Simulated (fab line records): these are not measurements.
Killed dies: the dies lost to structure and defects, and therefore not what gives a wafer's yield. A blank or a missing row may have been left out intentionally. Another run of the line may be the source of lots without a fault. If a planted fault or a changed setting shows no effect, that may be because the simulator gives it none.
A lot that was struck, set against a sound lot || flow n5 finfet || 15 steps out of a route of 1938
Sound: these wafers, L946.2, L946.4, L946.6. Struck: wafer L956.5 (left out: L956.6, a lot-mate that was not struck); the cause follows at the end.
For every step that has rows: the tool of each side, followed by ch and its chambers, followed by its first start. Under that, the readings that differ: sound wafers || struck wafers || difference of the means || sigmas: that difference in standard deviations of wafers without a fault.
alike: readings whose means differ by less than 2 such deviations, and words and numbers that are the same on both sides. not compared: withheld readings, readings that some wafer has no value for, bounds like >300 that may hide the same value, and numbers for which the record gives no deviation and whose values overlap.
Wherever a step has rows on one side only, a row that says differs or no value, or a row with sigmas, the two part there. Numbers that have no deviation but don't overlap get no sigmas and don't part them. A reading that every wafer of one side lacks parts them only if that side has two wafers or more.

first, 1 step without rows for these wafers: N5_MOL_CONTACT_COAG_STRIP_69 (strips in N2/H2).
N5_MOL_CONTACT_COAG_ETCHBACK_136: etches SiO2 in CHF3, target depth 25 nm, time 16.7 s.
  sound on rie diel-03 ch 1,2, day 7 04:53; struck on rie diel-01 ch 1, day 9 13:10
  alike: drypump motor current A, mfc ar sccm, oes product au, rf vpp V, showerhead plenum p Torr, throttle valve pct
  not compared: rf hours counter h
then, 1 step without rows for these wafers: N5_MOL_CONTACT_COAG_STRIP_120 (strips in CHF3).
N5_MOL_CONTACT_COAG_VIA_ETCH_117: etches SiO2 in C4F6/O2, target depth 40 nm, overetch 8 nm, time 26 s.
  sound on rie diel-03 ch 1,2, day 7 04:56; struck on rie diel-01 ch 1, day 9 13:12
  alike: C4F6_flow_sccm, drypump motor current A, mfc ar sccm, oes product au, rf vpp V, showerhead plenum p Torr, throttle valve pct
  not compared: rf hours counter h
N5_MOL_CONTACT_COAG_ETCH_124: etches SiNx in CH3F/O2, stops on SiOC, target depth 6.5 nm.
  sound on rie diel-03 ch 1,2, day 7 04:58; struck on rie diel-01 ch 1, day 9 13:14
  alike: drypump motor current A, mfc ar sccm, oes product au, rf vpp V, showerhead plenum p Torr, throttle valve pct
  not compared: rf hours counter h
N5_MOL_CONTACT_COAG_ETCH_48: etches SiOC in C4F6/O2, target depth 15 nm, overetch 4.5 nm, time 17 s.
  sound on rie diel-03 ch 1,2, day 7 05:00; struck on rie diel-01 ch 1, day 9 13:17
  alike: C4F6_flow_sccm, drypump motor current A, mfc ar sccm, oes product au, rf vpp V, showerhead plenum p Torr, throttle valve pct
  not compared: rf hours counter h
N5_MOL_CONTACT_COAG_STRIP_72: strips in N2/H2.
  sound on rie diel-03 ch 1,2, day 7 05:03; struck on rie diel-01 ch 1, day 9 13:20
{"reading": "throttle valve pct (%)", "sound": "23.65 23.63 23.62", "struck": 23.07, "difference": -0.56, "sigmas": -2}
  alike: drypump motor current A, h2 flow sccm, oes product au, rf vpp V, showerhead plenum p Torr, temp c
  not compared: rf hours counter h
then, 3 steps without rows for these wafers: N5_MOL_CONTACT_COAG_STRIP_49 (strips in N2/H2, time 30 s); N5_MOL_CONTACT_COAG_PRECLEAN_138 (cleans in alkaline clean, time 60 s); N5_MOL_CONTACT_COAG_SRD_139 (time 30 s).
N5_MOL_CONTACT_COAG_CD_MEAS_101: target cd 16 nm.
  sound on cd sem-02 at day 7 05:17; struck on cd sem-02 at day 9 13:33
{"reading": "cd nm (nm)", "sound": "16.5 16.1 16.1", "struck": 15.5, "difference": -0.7, "sigmas": -2}
then, 1 step without rows for these wafers: N5_MOL_CONTACT_COAG_PRE_CLEAN_121.
N5_MOL_CONTACT_COAG_CVD_140: deposits W, target thk 66.5 nm, time 215 s.
  sound on cvd w-01 ch 0,1, day 7 05:25; struck on cvd w-01 ch 0, day 9 13:50
{"reading": "run length s (s)", "sound": "286.1 286.4 286.0", "struck": 139.4, "difference": -146.8, "sigmas": "-99 or more"}
  alike: heater power w
  not compared: susceptor temp C
then, 1 step without rows for these wafers: N5_MOL_CONTACT_COAG_PRECLEAN_127 (cleans in DIW, time 57.5 s).
-- record jumps: 3 days separate the struck wafers' starts on either side; left off in module MOL_CONTACT_COAG, taken up again in module BEOL_M4, whose first shown step is the route's number 1111 --
N5_BEOL_M4_RC_MEAS_101:
  sound on prober-01 ch 0, day 9 17:38; struck on prober-02 ch 0, day 12 10:46
  alike: DIBL_N, DIBL_P, IOFF_N, IOFF_P, ION_N, ION_P, SS_N, SS_P, VT_N, VT_P

## WHERE THEY PART
First at N5_MOL_CONTACT_COAG_STRIP_72; last, within this record, at N5_MOL_CONTACT_COAG_CVD_140. Later steps at which nothing parts them and some readings are alike: N5_BEOL_M4_RC_MEAS_101.

WHY: what the simulator had put in
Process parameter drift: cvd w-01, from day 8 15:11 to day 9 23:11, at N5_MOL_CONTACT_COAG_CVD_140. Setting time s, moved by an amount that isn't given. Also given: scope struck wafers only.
